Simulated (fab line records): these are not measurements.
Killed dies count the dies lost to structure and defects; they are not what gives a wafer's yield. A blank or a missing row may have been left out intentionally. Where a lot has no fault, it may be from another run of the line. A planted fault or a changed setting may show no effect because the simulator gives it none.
Which of the tools did it? + flow n5_finfet + 9 lots with 25 wafers sampled at 5 steps, on a route of 1938 steps

== WHAT EACH GAUGE READ, for each wafer ==
N5_BEOL_M0_RS_MEAS_126: measures by four-point-probe. Usual: for M0_RS the level is 0.525 ohm/sq and the standard deviation is 0.017.
| lot  | measured     | on            | M0_RS (ohm/sq)    | flag |
|------|--------------|---------------|-------------------|------|
| L169 | day 6 06:35  | film_metro-01 | 0.507 0.533 0.505 |      |
| L172 | day 6 23:41  | film_metro-01 | 0.511 0.517 0.560 |      |
| L173 | day 7 04:47  | film_metro-01 | 0.516 0.525 0.538 |      |
| L175 | day 7 09:56  | film_metro-02 | 0.538 0.521 0.528 |      |
| L178 | day 8 03:40  | film_metro-02 | 0.538 0.518 0.531 |      |
| L180 | day 11 07:14 | film_metro-02 | 0.537 0.512 0.513 |      |
| L184 | day 11 10:35 | film_metro-02 | 0.506 0.506       |      |
| L185 | day 11 11:10 | film_metro-02 | 0.532 0.541 0.520 |      |
| L182 | day 11 11:38 | film_metro-01 | 0.529 0.489       |      |

N5_BEOL_M4_RC_MEAS_101. Usual: DIBL_N 36.3 mV/V, standard deviation 1.9; DIBL_P 36.0 mV/V, standard deviation 2.1; IOFF_N 0.16 nA/um, standard deviation 0.031; IOFF_P 0.21 nA/um, standard deviation 0.035; ION_N 675 uA/um, standard deviation 14; ION_P 464 uA/um, standard deviation 8.5; SS_N 71.5 mV/dec, standard deviation 0.6; SS_P 73.3 mV/dec, standard deviation 0.72; VT_N 250 mV, standard deviation 3.2; VT_P -250 mV, standard deviation 3.1.
| lot  | measured     | on        | DIBL_N (mV/V)  | DIBL_P (mV/V)  | IOFF_N (nA/um) | IOFF_P (nA/um) | ION_N (uA/um) | ION_P (uA/um) | SS_N (mV/dec)  | SS_P (mV/dec)  | VT_N (mV)   | VT_P (mV)      | flag |
|------|--------------|-----------|----------------|----------------|----------------|----------------|---------------|---------------|----------------|----------------|-------------|----------------|------|
| L169 | day 7 18:26  | prober-02 | 37.9 38.2 37.5 | 38.3 39.7 38.2 | 0.19 0.21 0.19 | 0.27 0.31 0.27 | 683 705 688   | 472 484 470   | 71.8 71.7 71.7 | 74.1 74.4 74.0 | 247 245 245 | -245 -244 -246 |      |
| L172 | day 8 15:01  | prober-01 | 34.5 34.5 39.1 | 36.0 36.8 41.7 | 0.14 0.14 0.24 | 0.19 0.20 0.29 | 691 673 698   | 475 464 470   | 70.4 70.9 71.9 | 73.7 74.3 74.9 | 249 251 242 | -252 -250 -247 |      |
| L173 | day 8 18:02  | prober-02 | 36.8 35.1 34.9 | 36.4 34.4 34.6 | 0.15 0.13 0.13 | 0.20 0.18 0.18 | 654 664 668   | 452 455 459   | 72.1 70.7 71.4 | 73.0 72.6 73.1 | 254 253 253 | -254 -253 -253 |      |
| L175 | day 9 06:25  | prober-02 | 39.9 38.3 37.1 | 40.2 37.8 35.9 | 0.22 0.18 0.17 | 0.26 0.23 0.21 | 692 689 701   | 471 473 477   | 72.2 71.7 71.5 | 75.1 73.6 74.6 | 247 247 246 | -246 -246 -248 |      |
| L178 | day 9 16:55  | prober-01 | 37.2 33.7 30.6 | 39.2 35.7 31.6 | 0.19 0.13 0.09 | 0.23 0.18 0.13 | 662 667 638   | 451 454 441   | 72.9 70.8 70.6 | 73.5 72.9 72.3 | 250 252 256 | -249 -255 -255 |      |
| L180 | day 13 07:37 | prober-01 | 38.0 39.8 36.5 | 36.9 38.6 34.7 | 0.18 0.22 0.15 | 0.25 0.28 0.21 | 688 686 667   | 464 470 458   | 71.5 72.1 71.7 | 73.6 74.4 72.7 | 248 247 251 | -250 -246 -250 |      |
| L184 | day 13 14:40 | prober-01 | 33.1 37.4      | 32.6 37.9      | 0.11 0.17      | 0.14 0.21      | 665 680       | 450 470       | 69.9 71.8      | 72.3 73.6      | 255 253     | -255 -252      |      |
| L185 | day 13 07:18 | prober-02 | 39.3 36.0 36.2 | 40.2 35.6 36.0 | 0.22 0.15 0.15 | 0.29 0.19 0.20 | 696 694 686   | 484 475 472   | 72.3 70.8 71.5 | 74.4 73.4 73.3 | 246 249 249 | -245 -251 -252 |      |
| L182 | day 14 08:22 | prober-02 | 36.8 36.8      | 35.7 37.2      | 0.15 0.16      | 0.21 0.22      | 676 674       | 469 461       | 71.6 71.2      | 73.9 73.9      | 251 251     | -250 -254      |      |

== WHAT TOOL EACH LOT RAN ON (gives the tool, then ch and the chambers of the sampled wafers, and finally the start) ==
| lot  | N5_BEOL_M1_DESCUM_16              | N5_BEOL_M1_ETCH_74                | N5_BEOL_M1_ETCH_63                |
|------|-----------------------------------|-----------------------------------|-----------------------------------|
| L169 | rie_diel-01 ch 1,2,3, day 6 08:40 | rie_diel-01 ch 1,2,3, day 6 08:41 | rie_diel-01 ch 1,2,3, day 6 08:43 |
| L172 | rie_diel-06 ch 0,3, day 7 01:10   | rie_diel-06 ch 0,3, day 7 01:12   | rie_diel-06 ch 0,3, day 7 01:13   |
| L173 | rie_diel-01 ch 1,2,3, day 7 06:50 | rie_diel-01 ch 1,2,3, day 7 06:53 | rie_diel-01 ch 1,2,3, day 7 06:54 |
| L175 | rie_diel-05 ch 0,1,2, day 7 12:20 | rie_diel-05 ch 0,1,2, day 7 12:23 | rie_diel-05 ch 0,1,2, day 7 12:23 |
| L178 | rie_diel-05 ch 0,1,3, day 8 05:24 | rie_diel-05 ch 0,1,3, day 8 05:26 | rie_diel-05 ch 0,1,3, day 8 05:27 |
| L180 | rie_diel-06 ch 0,3, day 11 08:06  | rie_diel-06 ch 0,3, day 11 08:08  | rie_diel-06 ch 0,3, day 11 08:09  |
| L184 | rie_diel-06 ch 1,3, day 11 11:32  | rie_diel-06 ch 1,3, day 11 11:35  | rie_diel-06 ch 1,3, day 11 11:35  |
| L185 | rie_diel-06 ch 0,2, day 11 13:47  | rie_diel-06 ch 0,2, day 11 13:49  | rie_diel-06 ch 0,2, day 11 13:50  |
| L182 | rie_diel-06 ch 0,2, day 11 14:29  | rie_diel-06 ch 0,2, day 11 14:31  | rie_diel-06 ch 0,2, day 11 14:32  |
- N5_BEOL_M1_DESCUM_16: chemistry O2, time 7 s.
- N5_BEOL_M1_ETCH_74: etches underlayer in N2/H2, target depth 6.5 nm, time 5.2 s.
- N5_BEOL_M1_ETCH_63: etches SiARC in CF4, target depth 15.6 nm, time 26 s.

== WHAT THE TOOLS THEMSELVES READ (means of the sampled wafers that have a number; where no wafer has one, the mark that the record gives instead) ==
N5_BEOL_M1_DESCUM_16. Usual: drypump_motor_current_A 5.6 A, standard deviation 0.67; oes_product_au 0.76 a.u., standard deviation 0.065; rf_vpp_V 243.4 V, standard deviation 1.4; showerhead_plenum_p_Torr 2.10 Torr, standard deviation 0.069; temp_c 40.01 C, standard deviation 0.091; throttle_valve_pct 20.52 %, standard deviation 0.27.
| lot  | tool        | drypump_motor_current_A (A) | oes_product_au (a.u.) | rf_vpp_V (V) | showerhead_plenum_p_Torr (Torr) | temp_c (C) | throttle_valve_pct (%) | flag |
|------|-------------|-----------------------------|-----------------------|--------------|---------------------------------|------------|------------------------|------|
| L169 | rie_diel-01 | 5.1                         | 0.73                  | 243.4        | 2.11                            | 40.06      | 20.60                  |      |
| L172 | rie_diel-06 | 5.7                         | 0.77                  | 243.0        | 2.11                            | 39.99      | 20.27                  |      |
| L173 | rie_diel-01 | 5.2                         | 0.72                  | 243.9        | 2.11                            | 39.98      | 20.61                  |      |
| L175 | rie_diel-05 | 6.2                         | 0.71                  | 243.3        | 2.04                            | 40.01      | 20.54                  |      |
| L178 | rie_diel-05 | 6.1                         | 0.79                  | 243.2        | 2.07                            | 39.98      | 20.54                  |      |
| L180 | rie_diel-06 | 5.7                         | 0.75                  | 243.1        | 2.10                            | 40.04      | 20.31                  |      |
| L184 | rie_diel-06 | 5.4                         | 0.71                  | 243.5        | 2.06                            | 39.91      | 20.46                  |      |
| L185 | rie_diel-06 | 6.5                         | 0.85                  | 243.7        | 2.09                            | 40.07      | 20.07                  |      |
| L182 | rie_diel-06 | 6.5                         | 0.83                  | 244.2        | 2.12                            | 39.93      | 20.08                  |      |

N5_BEOL_M1_ETCH_74. Usual: drypump_motor_current_A 5.6 A, standard deviation 0.66; etch_rf_on_time_s 5.20 s, standard deviation 0.11; oes_product_au 0.65 a.u., standard deviation 0.055; rf_vpp_V 524.2 V, standard deviation 2.7; showerhead_plenum_p_Torr 2.55 Torr, standard deviation 0.086; throttle_valve_pct 17.94 %, standard deviation 0.21.
| lot  | tool        | drypump_motor_current_A (A) | etch_rf_on_time_s (s) | oes_product_au (a.u.) | rf_vpp_V (V) | showerhead_plenum_p_Torr (Torr) | throttle_valve_pct (%) | flag |
|------|-------------|-----------------------------|-----------------------|-----------------------|--------------|---------------------------------|------------------------|------|
| L169 | rie_diel-01 | 5.2                         | 5.12                  | 0.63                  | 524.6        | 2.56                            | 17.95                  |      |
| L172 | rie_diel-06 | 5.7                         | 5.12                  | 0.67                  | 524.9        | 2.58                            | 17.84                  |      |
| L173 | rie_diel-01 | 5.2                         | 5.07                  | 0.62                  | 523.9        | 2.55                            | 17.95                  |      |
| L175 | rie_diel-05 | 6.2                         | 5.28                  | 0.61                  | 522.3        | 2.49                            | 18.01                  |      |
| L178 | rie_diel-05 | 6.1                         | 5.14                  | 0.68                  | 522.9        | 2.52                            | 18.03                  |      |
| L180 | rie_diel-06 | 5.8                         | 5.10                  | 0.65                  | 524.0        | 2.57                            | 17.89                  |      |
| L184 | rie_diel-06 | 5.4                         | 5.28                  | 0.60                  | 523.0        | 2.51                            | 17.98                  |      |
| L185 | rie_diel-06 | 6.5                         | 5.17                  | 0.73                  | 524.5        | 2.55                            | 17.56                  |      |
| L182 | rie_diel-06 | 6.5                         | 5.17                  | 0.72                  | 525.7        | 2.58                            | 17.58                  |      |

N5_BEOL_M1_ETCH_63. Usual: cf4_flow_sccm is 99.9 sccm with standard deviation 0.31, drypump_motor_current_A is 5.6 A with standard deviation 0.67, etch_rf_on_time_s is 26.1 s with standard deviation 0.49, oes_product_au is 0.64 a.u. with standard deviation 0.055, rf_vpp_V is 184.2 V with standard deviation 1.2, showerhead_plenum_p_Torr is 2.15 Torr with standard deviation 0.064, and throttle_valve_pct is 15.73 % with standard deviation 0.23.
| lot  | tool        | cf4_flow_sccm (sccm) | drypump_motor_current_A (A) | etch_rf_on_time_s (s) | oes_product_au (a.u.) | rf_vpp_V (V) | showerhead_plenum_p_Torr (Torr) | throttle_valve_pct (%) | flag |
|------|-------------|----------------------|-----------------------------|-----------------------|-----------------------|--------------|---------------------------------|------------------------|------|
| L169 | rie_diel-01 | 99.9                 | 5.2                         | 25.9                  | 0.62                  | 184.9        | 2.16                            | 15.79                  |      |
| L172 | rie_diel-06 | 99.8                 | 5.7                         | 25.5                  | 0.67                  | 185.1        | 2.17                            | 15.57                  |      |
| L173 | rie_diel-01 | 100.0                | 5.2                         | 25.8                  | 0.62                  | 184.4        | 2.16                            | 15.79                  |      |
| L175 | rie_diel-05 | 100.1                | 6.2                         | 26.2                  | 0.62                  | 183.6        | 2.11                            | 15.84                  |      |
| L178 | rie_diel-05 | 99.9                 | 6.1                         | 25.9                  | 0.68                  | 184.1        | 2.12                            | 15.76                  |      |
| L180 | rie_diel-06 | 100.1                | 5.7                         | 25.7                  | 0.65                  | 184.7        | 2.16                            | 15.62                  |      |
| L184 | rie_diel-06 | 100.0                | 5.5                         | 30.2                  | 0.57                  | 183.0        | 2.12                            | 15.77                  | OFF  |
| L185 | rie_diel-06 | 99.9                 | 6.5                         | 31.9                  | 0.66                  | 183.3        | 2.15                            | 15.30                  | OFF  |
| L182 | rie_diel-06 | 99.7                 | 6.5                         | 29.7                  | 0.68                  | 184.8        | 2.17                            | 15.31                  | OFF  |

== THE ANSWER, worked out from the rows above alone ==
Rule: take the mean of a lot's wafers that have a number; if it is more than 3 standard deviations from the usual mean, the lot is off. Also off: a lot with no number at a reading for which 4 or more lots have one. All remaining lots with rows at the step are treated as sound. The gauges are gone through in route order, then the tools' own readings, and for those a lot's mean is taken as printed above. At the first step where some lot is off, the reading lying furthest off is the one used; lots without a number count as furthest.
Off: L184, L185, L182 (N5_BEOL_M1_ETCH_63, etch_rf_on_time_s).
A tool fits if, at that step or a process step before it, it ran every lot that is off, and no sound lot after the first of them. One fits: rie_diel-06 at N5_BEOL_M1_DESCUM_16 and N5_BEOL_M1_ETCH_74 and N5_BEOL_M1_ETCH_63. At N5_BEOL_M1_DESCUM_16 its last sound lot is L180 (day 11 08:06), its first lot that is off L184 (day 11 11:32): a fault that began between those two fits.

== WHAT HAD BEEN PUT IN BY THE SIMULATOR ==
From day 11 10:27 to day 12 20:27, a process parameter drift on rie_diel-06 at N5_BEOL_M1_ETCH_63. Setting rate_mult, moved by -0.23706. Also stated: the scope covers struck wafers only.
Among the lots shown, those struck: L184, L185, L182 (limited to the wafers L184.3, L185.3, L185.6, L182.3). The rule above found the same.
